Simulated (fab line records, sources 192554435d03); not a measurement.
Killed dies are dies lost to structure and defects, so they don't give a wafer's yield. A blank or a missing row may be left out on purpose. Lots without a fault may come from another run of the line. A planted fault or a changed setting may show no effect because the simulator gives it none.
fab line records | flow n5_finfet
record lots=24 wafers=72 last_day=17
route steps=1938 shown BEOL_M12@1617 BEOL_M13@1679
lots that met no fault: from a run of the same line without faults
start_h: hours from the record's first day to the start of the lot's first wafer shown | wait_h: hours since the lot's step before | " the same as in the row above | L1.1+2: a row that stands for several wafers | - no value, or no start given | * or withheld: withheld | < > ~ a bound
route shown NAME@n: a module of which the file shows steps, and the number in the route of the first | usual: mean/standard deviation of fault-free wafers | same: alike in all rows | chamber/n: place in a boat | sites: the reading at each site | _std_site: their standard deviation | _edge_site: outer sites' mean less inner sites' | radius_mm: how far each site lies from the wafer's centre | mask NAME#n: copy n | behind: the tool/chamber that last shaped the wafer | hold: why the lot was held/for how many hours/how that ended | device: the transistor (n, p or np) that didn't switch | end of line: the same wafers' tests at the end of the route | a step without rows: its recipe alone | killed: dies lost to structure and defects at the first sort, not the wafer's yield | map: a wafer's dies, x killed, . not, _ none there
set.NAME: the setting as run; set.NAME@STEP: as run at that earlier step | model.NAME: the simulator's own value behind a step, which no gauge read
steps of the route over a sample of lots; a table a step, a row a wafer
services: from which hour (start_h, from the record's first day; less than 0 if before it) a tool's chamber was out of use, for how many hours, and why
## steps
# step N5_BEOL_M12_VIA_ETCH_16
# recipe chemistry=C4F8/O2/Ar target=SiOC pressure_mtorr=30 source_w=3000 bias_w=700 Ar_flow_sccm=400 C4F8_flow_sccm=15 O2_flow_sccm=8 he_inner_torr=15 he_outer_torr=30 target_depth_a=7248 time_s=withheld ion_energy_ev=250 ends=cleared
# usual drypump_motor_current_A=5.6/0.51 mfc_ar_sccm=400.1/1.2 oes_product_au=0.72/0.076 rf_vpp_V=666/3.2 showerhead_plenum_p_Torr=3.43/0.12 throttle_valve_pct=24.21/0.24
# columns lot.wafer tool chamber start_h wait_h drypump_motor_current_A mfc_ar_sccm oes_product_au rf_vpp_V showerhead_plenum_p_Torr throttle_valve_pct
L074.2 rie_diel-03 3 219.31 0.1 5.8 401.5 0.84 666 3.47 24.18
L074.3 " 3 " " 5.8 400.7 0.82 667 3.47 24.18
L074.5 " 3 " " 5.8 400.4 0.83 666 3.47 24.17
L076.1 rie_diel-01 2 235.59 0.0 5.1 399.4 0.70 669 3.58 24.61
L076.4 " 1 " " 5.7 401.3 0.82 664 3.35 24.04
L076.6 " 2 " " 5.1 399.0 0.69 669 3.58 24.62
L075.1 rie_diel-03 1 237.07 0.0 4.8 401.0 0.70 663 3.32 23.93
L075.3 " 3 " " 5.8 401.2 0.82 666 3.47 24.20
L075.5 " 2 " " 5.7 397.3 0.63 660 3.26 24.44
L079.1 rie_diel-06 1 244.89 0.0 5.4 400.1 0.69 667 3.45 24.29
L079.2 " 2 " " 5.2 399.3 0.70 662 3.28 24.27
L079.5 " 1 " " 5.4 399.1 0.70 667 3.45 24.29
L077.2 rie_diel-01 2 245.06 0.0 5.1 400.8 0.70 670 3.57 24.62
L077.5 " 3 " " 6.5 398.1 0.75 670 3.58 23.88
L077.6 " 0 " " 5.6 398.7 0.64 664 3.35 24.33
L078.1 rie_diel-01 0 245.47 0.0 5.7 399.2 0.63 666 3.35 24.33
L078.2 " 3 " " 6.5 400.3 0.74 671 3.58 23.90
L078.4 " 2 " " 5.2 400.7 0.69 668 3.57 24.62
L081.2 rie_diel-01 3 262.32 0.0 6.5 399.8 0.75 670 3.58 23.89
L081.4 " 0 " " 5.6 398.8 0.64 663 3.35 24.34
L081.5 " 1 " " 5.8 400.0 0.80 664 3.34 24.07
L080.2 rie_diel-01 0 269.46 0.0 5.6 398.7 0.63 664 3.35 24.32
L080.3 " 3 " " 6.5 402.4 0.75 671 3.58 23.89
L080.4 " 2 " " 5.1 400.2 0.69 670 3.57 24.62
L082.1 rie_diel-03 1 271.31 0.0 4.8 400.8 0.69 662 3.32 23.93
L082.3 " 0 " " 6.3 401.1 0.61 667 3.49 24.38
L082.6 " 2 " " 5.8 398.7 0.61 659 3.25 24.47
L084.2 rie_diel-01 3 287.15 0.0 6.5 397.9 0.73 670 3.57 23.91
L084.5 " 2 " " 5.1 402.5 0.68 670 3.57 24.61
L084.6 " 1 " " 5.8 400.8 0.78 662 3.34 24.05
L083.1 rie_diel-06 1 290.59 0.0 5.4 402.1 0.69 664 3.44 24.30
L083.2 " 0 " " 5.1 398.1 0.63 669 3.50 24.43
L083.3 " 3 " " 4.9 400.3 0.71 661 3.28 23.83
L085.1 rie_diel-03 3 292.42 0.0 5.8 398.6 0.78 666 3.46 24.21
L085.4 " 1 " " 4.8 399.4 0.68 662 3.31 23.97
L085.5 " 2 " " 5.8 398.8 0.61 660 3.25 24.46
L086.2 rie_diel-06 0 298.09 0.0 5.0 402.1 0.63 667 3.50 24.44
L086.4 " 3 " " 4.9 401.3 0.70 664 3.28 23.81
L086.6 " 3 " " 4.9 399.6 0.69 663 3.28 23.84
L088.1 rie_diel-03 0 315.62 0.1 6.2 399.3 0.85 667 3.48 24.11
L088.2 " 3 " " 5.8 402.9 0.78 666 3.45 24.26
L088.4 " 3 " " 5.8 400.6 0.78 668 3.45 24.23
L087.1 rie_diel-01 3 316.13 0.0 6.5 400.1 0.72 670 3.57 23.92
L087.3 " 2 " " 5.2 400.4 0.68 669 3.56 24.63
L087.5 " 2 " " 5.2 398.1 0.68 669 3.56 24.65
L089.2 rie_diel-01 1 327.41 0.0 5.7 399.8 0.77 663 3.33 24.09
L089.3 " 2 " " 5.1 401.3 0.67 669 3.56 24.64
L089.5 " 2 " " 5.2 400.5 0.67 668 3.56 24.64
L091.3 rie_diel-06 0 329.50 0.0 5.1 401.0 0.62 667 3.49 24.45
L091.4 " 1 " " 5.3 401.1 0.67 667 3.43 24.32
L091.6 " 1 " " 5.4 398.1 0.68 665 3.43 24.31
L093.4 rie_diel-03 1 331.94 0.0 4.9 398.8 0.67 662 3.31 23.97
L093.5 " 1 " " 4.8 399.4 0.68 661 3.31 23.98
L093.6 " 0 " " 6.3 399.1 0.84 667 3.48 24.13
L090.2 rie_diel-06 3 332.28 0.0 4.9 400.8 0.69 661 3.28 23.85
L090.3 " 2 " " 5.2 399.5 0.68 661 3.27 24.33
L090.4 " 1 " " 5.4 400.1 0.67 666 3.43 24.33
L092.1 rie_diel-01 0 335.49 0.0 5.6 399.8 0.89 664 3.34 24.07
L092.2 " 3 " " 6.5 399.7 0.71 670 3.57 23.93
L092.5 " 0 " " 5.6 400.4 0.89 664 3.34 24.08
L094.2 rie_diel-01 2 349.87 0.0 5.1 399.1 0.66 668 3.55 24.66
L094.3 " 0 " " 5.6 401.0 0.87 664 3.34 24.07
L094.4 " 1 " " 5.7 399.6 0.76 663 3.33 24.08
L095.1 rie_diel-01 0 360.03 0.0 5.6 401.3 0.85 664 3.34 24.07
L095.4 " 2 " " 5.1 400.5 0.66 669 3.55 24.66
L095.5 " 2 " " 5.1 399.8 0.66 668 3.55 24.67
L096.1 rie_diel-03 3 360.62 0.0 5.8 399.5 0.76 668 3.44 24.26
L096.2 " 2 " " 5.7 401.8 0.82 671 3.64 24.14
L096.6 " 2 " " 5.7 399.1 0.82 671 3.64 24.15
L097.1 rie_diel-01 1 366.38 0.0 5.8 400.1 0.76 662 3.32 24.11
L097.3 " 0 " " 5.7 398.5 0.85 663 3.33 24.10
L097.5 " 0 " " 5.7 399.9 0.86 662 3.33 24.10
# step N5_BEOL_M12_INSPECT_30
# recipe mode=adi inspect_instrument=macro
# usual raw_defect_count=1.9/1.4
# columns lot.wafer tool chamber start_h wait_h raw_defect_count
L074.2 defect_inspect-01 - 220.22 0.0 1
L074.3 " - " " 0
L074.5 " - " " 2
L076.1 defect_inspect-02 - 236.51 0.0 1
L076.4 " - " " 2
L076.6 " - " " 2
L075.1 defect_inspect-02 - 237.85 0.0 6
L075.3 " - " " 4
L075.5 " - " " 2
L079.1 defect_inspect-01 - 245.68 0.0 2
L079.2 " - " " 3
L079.5 " - " " 0
L077.2 defect_inspect-01 - 245.84 0.0 1
L077.5 " - " " 2
L077.6 " - " " 2
L078.1 defect_inspect-02 - 246.39 0.0 5
L078.2 " - " " 3
L078.4 " - " " 3
L081.2 defect_inspect-02 - 263.44 0.0 2
L081.4 " - " " 5
L081.5 " - " " 2
L080.2 defect_inspect-02 - 270.46 0.0 0
L080.3 " - " " 0
L080.4 " - " " 3
L082.1 defect_inspect-02 - 272.22 0.0 2
L082.3 " - " " 4
L082.6 " - " " 2
L084.2 defect_inspect-01 - 288.06 0.0 3
L084.5 " - " " 2
L084.6 " - " " 1
L083.1 defect_inspect-02 - 291.49 0.0 3
L083.2 " - " " 0
L083.3 " - " " 2
L085.1 defect_inspect-02 - 293.55 0.2 3
L085.4 " - " " 2
L085.5 " - " " 1
L086.2 defect_inspect-02 - 299.00 0.0 2
L086.4 " - " " 2
L086.6 " - " " 1
L088.1 defect_inspect-01 - 316.50 0.0 2
L088.2 " - " " 2
L088.4 " - " " 2
L087.1 defect_inspect-01 - 316.91 0.0 1
L087.3 " - " " 1
L087.5 " - " " 2
L089.2 defect_inspect-01 - 328.28 0.0 3
L089.3 " - " " 1
L089.5 " - " " 1
L091.3 defect_inspect-02 - 330.42 0.0 0
L091.4 " - " " 4
L091.6 " - " " 0
L093.4 defect_inspect-02 - 332.73 0.0 2
L093.5 " - " " 1
L093.6 " - " " 2
L090.2 defect_inspect-01 - 333.19 0.0 4
L090.3 " - " " 4
L090.4 " - " " 0
L092.1 defect_inspect-02 - 336.28 0.0 1
L092.2 " - " " 0
L092.5 " - " " 2
L094.2 defect_inspect-01 - 350.79 0.0 1
L094.3 " - " " 1
L094.4 " - " " 1
L095.1 defect_inspect-01 - 360.94 0.0 2
L095.4 " - " " 4
L095.5 " - " " 3
L096.1 defect_inspect-02 - 361.40 0.0 1
L096.2 " - " " 1
L096.6 " - " " 3
L097.1 defect_inspect-02 - 367.30 0.0 1
L097.3 " - " " 3
L097.5 " - " " 5
# step N5_BEOL_M12_STRIP_37
# recipe chemistry=N2/H2 power_w=1000 temp_c=250 h2_frac=0.65 overash_fraction=0.3 pressure_mtorr=withheld n2_flow_sccm=1750 h2_flow_sccm=3250
# usual drypump_motor_current_A=5.7/0.36 heater_power_w=352/35 oes_product_au=0.790/0.0094
# columns lot.wafer tool chamber start_h wait_h drypump_motor_current_A heater_power_w oes_product_au rf_hours_counter_h
L074.2 plasma_asher-02 0 220.99 0.0 5.9 313 0.801 55
L074.3 " 0 " " 5.9 318 0.792 -
L074.5 " 0 " " 5.9 311 0.786 -
L076.1 plasma_asher-02 0 237.10 0.0 5.9 319 0.786 57
L076.4 " 1 " " 5.6 402 0.795 -
L076.6 " 0 " " 5.9 321 0.781 -
L075.1 plasma_asher-02 0 238.45 0.0 5.9 311 0.795 58
L075.3 " 1 " " 5.6 409 0.812 -
L075.5 " 1 " " 5.6 395 0.773 -
L079.1 plasma_asher-02 0 246.51 0.0 5.8 315 0.794 59
L079.2 " 1 " " 5.6 400 0.799 59
L079.5 " 1 " " 5.6 395 0.788 -
L077.2 plasma_asher-02 0 246.76 0.0 5.8 317 0.791 60
L077.5 " 0 " " 5.9 318 0.791 -
L077.6 " 1 " " 5.6 408 0.783 -
L078.1 plasma_asher-01 0 247.67 0.0 5.2 359 0.784 131
L078.2 " 1 " " 6.2 324 0.802 131
L078.4 " 1 " " 6.2 324 0.789 -
L081.2 plasma_asher-01 0 264.34 0.3 5.2 372 0.798 137
L081.4 " 0 " " 5.2 369 0.786 -
L081.5 " 1 " " 6.2 322 0.804 -
L080.2 plasma_asher-01 1 271.11 0.1 6.2 320 0.789 141
L080.3 " 1 " " 6.2 318 0.800 -
L080.4 " 0 " " 5.2 372 0.777 -
L082.1 plasma_asher-01 0 272.81 0.0 5.2 360 0.800 141
L082.3 " 1 " " 6.2 320 0.786 -
L082.6 " 1 " " 6.2 313 0.796 -
L084.2 plasma_asher-01 0 288.65 0.0 5.2 370 0.791 144
L084.5 " 1 " " 6.2 324 0.792 -
L084.6 " 0 " " 5.2 358 0.797 -
L083.1 plasma_asher-02 0 292.15 0.0 5.9 316 0.791 65
L083.2 " 1 " " 5.7 395 0.781 65
L083.3 " 1 " " 5.7 405 0.799 -
L085.1 plasma_asher-01 0 294.14 0.0 5.2 373 0.794 145
L085.4 " 1 " " 6.2 322 0.790 -
L085.5 " 0 " " 5.2 367 0.774 -
L086.2 plasma_asher-01 1 299.60 0.0 6.2 320 0.798 146
L086.4 " 1 " " 6.2 320 0.801 -
L086.6 " 0 " " 5.2 362 0.778 -
L088.1 plasma_asher-01 0 317.55 0.0 5.2 366 0.781 147
L088.2 " 1 " " 6.2 321 0.796 147
L088.4 " 1 " " 6.2 320 0.803 -
L087.1 plasma_asher-02 0 317.70 0.0 5.9 315 0.798 72
L087.3 " 0 " " 5.9 318 0.804 -
L087.5 " 0 " " 5.9 322 0.786 -
L089.2 plasma_asher-02 1 328.87 0.0 5.6 400 0.785 74
L089.3 " 1 " " 5.6 400 0.791 -
L089.5 " 1 " " 5.6 406 0.778 -
L091.3 plasma_asher-02 1 331.03 0.1 5.6 394 0.769 -
L091.4 " 0 " " 5.9 309 0.798 -
L091.6 " 0 " " 5.9 315 0.773 -
L093.4 plasma_asher-01 0 333.34 0.1 5.2 365 0.786 -
L093.5 " 0 " " 5.2 367 0.802 -
L093.6 " 1 " " 6.2 321 0.782 -
L090.2 plasma_asher-02 0 333.78 0.0 5.9 323 0.790 76
L090.3 " 1 " " 5.6 396 0.785 -
L090.4 " 0 " " 5.8 313 0.785 -
L092.1 plasma_asher-02 0 336.87 0.0 5.9 321 0.776 76
L092.2 " 1 " " 5.6 410 0.783 76
L092.5 " 1 " " 5.6 396 0.787 -
L094.2 plasma_asher-01 1 351.38 0.0 6.2 324 0.766 154
L094.3 " 0 " " 5.2 366 0.782 -
L094.4 " 1 " " 6.2 324 0.787 -
L095.1 plasma_asher-02 1 361.53 0.0 5.7 403 0.796 81
L095.4 " 0 " " 5.8 319 0.792 -
L095.5 " 0 " " 5.8 325 0.792 -
L096.1 plasma_asher-01 0 362.00 0.0 5.2 373 0.792 156
L096.2 " 1 " " 6.2 322 0.793 156
L096.6 " 0 " " 5.2 365 0.804 -
L097.1 plasma_asher-01 1 368.11 0.0 6.2 316 0.795 158
L097.3 " 0 " " 5.2 363 0.800 -
L097.5 " 1 " " 6.2 319 0.791 -
# step N5_BEOL_M12_THK_MEAS_50
# recipe thk_meas_gauge=xrf reads=Cu_of_BEOL_M12_ECD_47
# usual M12_THK=326/6
# columns lot.wafer tool chamber start_h wait_h M12_THK[nm]
L074.2 film_metro-02 - 224.55 - 320
L074.3 " - " " 324
L074.5 " - " " 327
L076.1 film_metro-01 - 240.83 - 335
L076.4 " - " " 333
L076.6 " - " " 326
L075.1 film_metro-01 - 241.10 - 325
L075.3 " - " " 335
L075.5 " - " " 325
L079.1 film_metro-01 - 248.46 - 326
L079.2 " - " " 318
L079.5 " - " " 334
L077.2 film_metro-02 - 248.94 - 324
L077.5 " - " " 321
L077.6 " - " " 323
L078.1 film_metro-01 - 250.53 - 321
L078.2 " - " " 319
L078.4 " - " " 324
L081.2 film_metro-01 - 266.24 - 321
L081.4 " - " " 324
L081.5 " - " " 322
L080.2 film_metro-02 - 274.54 - 327
L080.3 " - " " 318
L080.4 " - " " 323
L082.1 film_metro-01 - 274.93 - 325
L082.3 " - " " 335
L082.6 " - " " 336
L084.2 film_metro-02 - 291.31 - 330
L084.5 " - " " 316
L084.6 " - " " 333
L083.1 film_metro-01 - 293.52 - 326
L083.2 " - " " 332
L083.3 " - " " 332
L085.1 film_metro-02 - 300.77 - 321
L085.4 " - " " 325
L085.5 " - " " 327
L086.2 film_metro-02 - 302.24 - 321
L086.4 " - " " 331
L086.6 " - " " 319
L088.1 film_metro-02 - 321.14 - 327
L088.2 " - " " 327
L088.4 " - " " 328
L087.1 film_metro-01 - 321.64 - 327
L087.3 " - " " 318
L087.5 " - " " 328
L089.2 film_metro-01 - 332.83 - 337
L089.3 " - " " 334
L089.5 " - " " 332
L091.3 film_metro-01 - 333.62 - 323
L091.4 " - " " 336
L091.6 " - " " 336
L093.4 film_metro-01 - 335.13 - 324
L093.5 " - " " 319
L093.6 " - " " 319
L090.2 film_metro-01 - 341.22 - 337
L090.3 " - " " 324
L090.4 " - " " 322
L092.1 film_metro-01 - 341.52 - 327
L092.2 " - " " 313
L092.5 " - " " 322
L094.2 film_metro-01 - 355.31 - 332
L094.3 " - " " 336
L094.4 " - " " 333
L095.1 film_metro-02 - 364.18 - 334
L095.4 " - " " 325
L095.5 " - " " 326
L096.1 film_metro-01 - 364.20 - 333
L096.2 " - " " 336
L096.6 " - " " 335
L097.1 film_metro-02 - 370.10 - 334
L097.3 " - " " 324
L097.5 " - " " 336
# step N5_BEOL_M12_DEP_53
# recipe material=SiCN target_thk_a=300 temp_c=withheld precursor=3MS/NH3 pressure_torr=3 rf_w=675 time_s=10.5
# usual showerhead_plenum_p_Torr=4.161/0.017 throttle_valve_pct=18.2/1.1
# columns lot.wafer tool chamber start_h wait_h showerhead_plenum_p_Torr throttle_valve_pct
L074.2 pecvd-01 2 224.62 0.0 4.173 18.0
L074.3 " 0 " " 4.137 19.3
L074.5 " 2 " " 4.169 17.8
L076.1 pecvd-03 1 240.90 0.0 4.187 17.9
L076.4 " 1 " " 4.192 18.1
L076.6 " 0 " " 4.146 18.8
L075.1 pecvd-03 1 241.18 0.0 4.182 17.9
L075.3 " 1 " " 4.183 17.8
L075.5 " 0 " " 4.137 18.4
L079.1 pecvd-04 0 248.52 0.0 4.151 18.2
L079.2 " 1 " " 4.142 18.4
L079.5 " 1 " " 4.143 18.2
L077.2 pecvd-01 1 249.00 0.0 4.172 21.0
L077.5 " 1 " " 4.176 21.0
L077.6 " 2 " " 4.175 17.9
L078.1 pecvd-01 2 250.59 0.0 4.176 17.8
L078.2 " 1 " " 4.162 21.3
L078.4 " 2 " " 4.179 17.7
L081.2 pecvd-04 1 266.31 0.0 4.150 18.5
L081.4 " 1 " " 4.147 18.1
L081.5 " 0 " " 4.145 18.3
L080.2 pecvd-04 1 274.61 0.0 4.141 18.6
L080.3 " 2 " " 4.160 15.9
L080.4 " 0 " " 4.140 18.4
L082.1 pecvd-04 2 274.99 0.0 4.147 16.2
L082.3 " 0 " " 4.149 18.2
L082.6 " 2 " " 4.155 16.2
L084.2 pecvd-03 1 291.37 0.0 4.183 17.9
L084.5 " 1 " " 4.183 18.1
L084.6 " 2 " " 4.172 17.6
L083.1 pecvd-01 1 293.60 0.0 4.170 21.5
L083.2 " 2 " " 4.170 17.8
L083.3 " 1 " " 4.159 21.4
L085.1 pecvd-01 1 300.85 0.0 4.170 21.2
L085.4 " 2 " " 4.182 18.1
L085.5 " 2 " " 4.161 18.2
L086.2 pecvd-04 1 302.30 0.0 4.142 18.5
L086.4 " 2 " " 4.144 16.1
L086.6 " 0 " " 4.146 18.4
L088.1 pecvd-03 1 321.20 0.0 4.190 17.8
L088.2 " 0 " " 4.136 18.3
L088.4 " 1 " " 4.180 17.8
L087.1 pecvd-03 0 321.70 0.0 4.149 18.4
L087.3 " 2 " " 4.175 18.0
L087.5 " 2 " " 4.176 17.8
L089.2 pecvd-03 0 332.89 0.0 4.138 18.4
L089.3 " 1 " " 4.175 18.0
L089.5 " 2 " " 4.182 17.9
L091.3 pecvd-03 0 333.69 0.0 4.144 18.6
L091.4 " 2 " " 4.170 18.0
L091.6 " 0 " " 4.145 18.4
L093.4 pecvd-04 0 335.20 0.0 4.153 19.2
L093.5 " 1 " " 4.144 18.2
L093.6 " 2 " " 4.154 16.0
L090.2 pecvd-04 0 341.28 0.0 4.153 18.6
L090.3 " 2 " " 4.139 16.0
L090.4 " 2 " " 4.160 16.1
L092.1 pecvd-03 0 341.58 0.0 4.137 18.7
L092.2 " 1 " " 4.194 18.0
L092.5 " 1 " " 4.196 17.8
L094.2 pecvd-03 1 355.37 0.0 4.185 17.9
L094.3 " 0 " " 4.150 18.6
L094.4 " 2 " " 4.171 17.8
L095.1 pecvd-04 0 364.25 0.0 4.157 18.7
L095.4 " 2 " " 4.149 16.1
L095.5 " 0 " " 4.142 18.7
L096.1 pecvd-03 2 364.26 0.0 4.176 17.9
L096.2 " 1 " " 4.194 18.0
L096.6 " 0 " " 4.148 18.5
L097.1 pecvd-03 1 370.16 0.0 4.181 17.8
L097.3 " 0 " " 4.141 18.4
L097.5 " 2 " " 4.170 17.9
# step N5_BEOL_M13_CD_MEAS_17
# recipe target_cd_nm=190 polarity=opening
# usual cd_nm=189.0/2.2
# columns lot.wafer tool chamber start_h wait_h cd_nm
L074.2 cd_sem-02 - 225.96 0.0 192.3
L074.3 " - " " 191.3
L074.5 " - " " 189.8
L076.1 cd_sem-01 - 242.24 0.0 189.3
L076.4 " - " " 191.7
L076.6 " - " " 191.9
L075.1 cd_sem-02 - 242.39 0.0 189.5
L075.3 " - " " 190.2
L075.5 " - " " 187.5
L079.1 cd_sem-03 - 249.75 0.0 190.3
L079.2 " - " " 189.8
L079.5 " - " " 189.6
L077.2 cd_sem-01 - 250.33 0.0 188.1
L077.5 " - " " 189.7
L077.6 " - " " 188.9
L078.1 cd_sem-03 - 251.92 0.0 187.2
L078.2 " - " " 188.5
L078.4 " - " " 187.9
L081.2 cd_sem-02 - 267.88 0.0 187.3
L081.4 " - " " 191.7
L081.5 " - " " 189.3
L080.2 cd_sem-03 - 275.97 0.0 190.2
L080.3 " - " " 190.3
L080.4 " - " " 190.7
L082.1 cd_sem-03 - 276.23 0.0 187.1
L082.3 " - " " 186.9
L082.6 " - " " 187.5
L084.2 cd_sem-02 - 292.91 0.0 188.2
L084.5 " - " " 188.1
L084.6 " - " " 187.0
L083.1 cd_sem-03 - 294.81 0.0 189.2
L083.2 " - " " 189.5
L083.3 " - " " 191.2
L085.1 cd_sem-01 - 302.40 0.0 188.3
L085.4 " - " " 188.9
L085.5 " - " " 190.0
L086.2 cd_sem-02 - 303.62 0.0 189.4
L086.4 " - " " 191.4
L086.6 " - " " 191.5
L088.1 cd_sem-03 - 322.67 0.0 188.6
L088.2 " - " " 184.5
L088.4 " - " " 186.0
L087.1 cd_sem-01 - 323.46 0.0 189.9
L087.3 " - " " 186.5
L087.5 " - " " 190.0
L089.2 cd_sem-03 - 334.09 0.0 189.4
L089.3 " - " " 189.3
L089.5 " - " " 189.4
L091.3 cd_sem-01 - 335.01 0.0 186.4
L091.4 " - " " 185.3
L091.6 " - " " 187.0
L093.4 cd_sem-02 - 336.39 0.0 184.3
L093.5 " - " " 185.3
L093.6 " - " " 185.2
L090.2 cd_sem-02 - 342.66 0.0 188.7
L090.3 " - " " 191.7
L090.4 " - " " 187.5
L092.1 cd_sem-01 - 342.90 0.0 187.2
L092.2 " - " " 191.9
L092.5 " - " " 190.4
L094.2 cd_sem-02 - 357.00 0.0 190.5
L094.3 " - " " 191.4
L094.4 " - " " 190.8
L095.1 cd_sem-02 - 365.45 0.0 189.3
L095.4 " - " " 191.1
L095.5 " - " " 191.4
L096.1 cd_sem-01 - 365.61 0.0 191.5
L096.2 " - " " 195.1
L096.6 " - " " 191.7
L097.1 cd_sem-01 - 371.50 0.0 189.5
L097.3 " - " " 187.4
L097.5 " - " " 189.6
## services
# columns tool chamber start_h hours kind
pecvd-04 2 202.38 - clean
pecvd-04 2 202.38 - consumable_replace:showerhead
pecvd-04 2 202.38 29.0 scheduled_down
pecvd-04 2 202.38 29.0 vent_cycle
rie_diel-03 1 213.27 14.2 repair
rie_diel-03 0 218.88 6.2 repair
plasma_asher-01 - 232.93 1.9 repair
pecvd-03 2 237.15 4.5 repair
plasma_asher-02 - 252.11 21.5 repair
rie_diel-06 1 254.91 6.7 repair
rie_diel-06 3 258.08 2.7 repair
pecvd-01 0 271.13 58.4 repair
pecvd-01 2 280.52 5.9 repair
rie_diel-01 0 299.89 - clean
rie_diel-01 0 299.89 - consumable_replace:focus_ring
rie_diel-01 0 299.89 15.7 scheduled_down
rie_diel-01 0 299.89 15.7 vent_cycle
pecvd-03 2 303.09 2.1 scheduled_down
pecvd-04 1 306.67 2.1 scheduled_down
plasma_asher-01 - 312.45 4.4 repair
pecvd-04 - 330.61 0.5 repair
rie_diel-06 2 336.84 9.5 repair
pecvd-04 - 351.58 5.5 pm
rie_diel-01 - 354.60 0.3 repair
## key
fault none
